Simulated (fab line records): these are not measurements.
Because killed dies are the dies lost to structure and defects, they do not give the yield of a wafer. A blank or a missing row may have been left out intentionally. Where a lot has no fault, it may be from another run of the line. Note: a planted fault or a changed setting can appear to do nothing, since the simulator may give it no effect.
Matching of chambers || flow nandHarc || NHARC_P_M2_STRIP_18 on rieDiel-11: 4 sister chambers
The step strips in N2/H2. 4 wafers are shown with their chamber, then 12 later ones without.

## WAFERS WITH THEIR CHAMBER
{"wafer": "L084.5", "chamber": 2, "oesProductAu (a.u.)": 1.021}
{"wafer": "L086.1", "chamber": 1, "oesProductAu (a.u.)": 1.015}
{"wafer": "L086.5", "chamber": 3, "oesProductAu (a.u.)": 0.987}
{"wafer": "L086.6", "chamber": 0, "oesProductAu (a.u.)": 1.005}

## WAFERS WITHOUT THEIR CHAMBER
{"wafer": "L087.1", "oesProductAu (a.u.)": 0.997}
{"wafer": "L087.3", "oesProductAu (a.u.)": 1.013}
{"wafer": "L087.4", "oesProductAu (a.u.)": 1.014}
{"wafer": "L091.1", "oesProductAu (a.u.)": 1.005}
{"wafer": "L091.3", "oesProductAu (a.u.)": 0.998}
{"wafer": "L091.4", "oesProductAu (a.u.)": 1.005}
{"wafer": "L092.4", "oesProductAu (a.u.)": 1.004}
{"wafer": "L092.5", "oesProductAu (a.u.)": 0.988}
{"wafer": "L092.6", "oesProductAu (a.u.)": 1.008}
{"wafer": "L097.1", "oesProductAu (a.u.)": 0.998}
{"wafer": "L097.2", "oesProductAu (a.u.)": 0.996}
{"wafer": "L097.4", "oesProductAu (a.u.)": 1.011}

## WHICH CHAMBER EACH ONE RAN IN
{"wafer": "L087.1", "from the rows above": "can't be placed: 0 or 3", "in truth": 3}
{"wafer": "L087.3", "from the rows above": "can't be placed: 1 or 0 or 2", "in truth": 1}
{"wafer": "L087.4", "from the rows above": "can't be placed: 1 or 2 or 0", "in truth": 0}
{"wafer": "L091.1", "from the rows above": 0, "in truth": 0}
{"wafer": "L091.3", "from the rows above": "can't be placed: 0 or 3", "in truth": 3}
{"wafer": "L091.4", "from the rows above": 0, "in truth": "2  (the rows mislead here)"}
{"wafer": "L092.4", "from the rows above": 0, "in truth": 0}
{"wafer": "L092.5", "from the rows above": 3, "in truth": 3}
{"wafer": "L092.6", "from the rows above": "can't be placed: 0 or 1", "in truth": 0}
{"wafer": "L097.1", "from the rows above": "can't be placed: 0 or 3", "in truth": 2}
{"wafer": "L097.2", "from the rows above": "can't be placed: 0 or 3", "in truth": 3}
{"wafer": "L097.4", "from the rows above": "can't be placed: 1 or 0 or 2", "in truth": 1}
Correctly placed: 3 of 12. Cannot be placed on the basis of these rows: 8; the candidates contain the true chamber in 7. Placed wrongly: 1.
How it was worked out, from the rows above alone: a wafer's distance from a chamber is the root of the sum, over the readings, of the square of ((its reading less the chamber's mean) divided by the reading's scatter). If the next closest chamber is less than 2 further off than the closest, the wafer can't be placed; otherwise it belongs to the closest. A chamber's mean is the mean of its shown wafers. The scatter (one wafer shown for each chamber): square how far every hidden wafer sits from the nearest shown wafer, average those squares and take the square root.
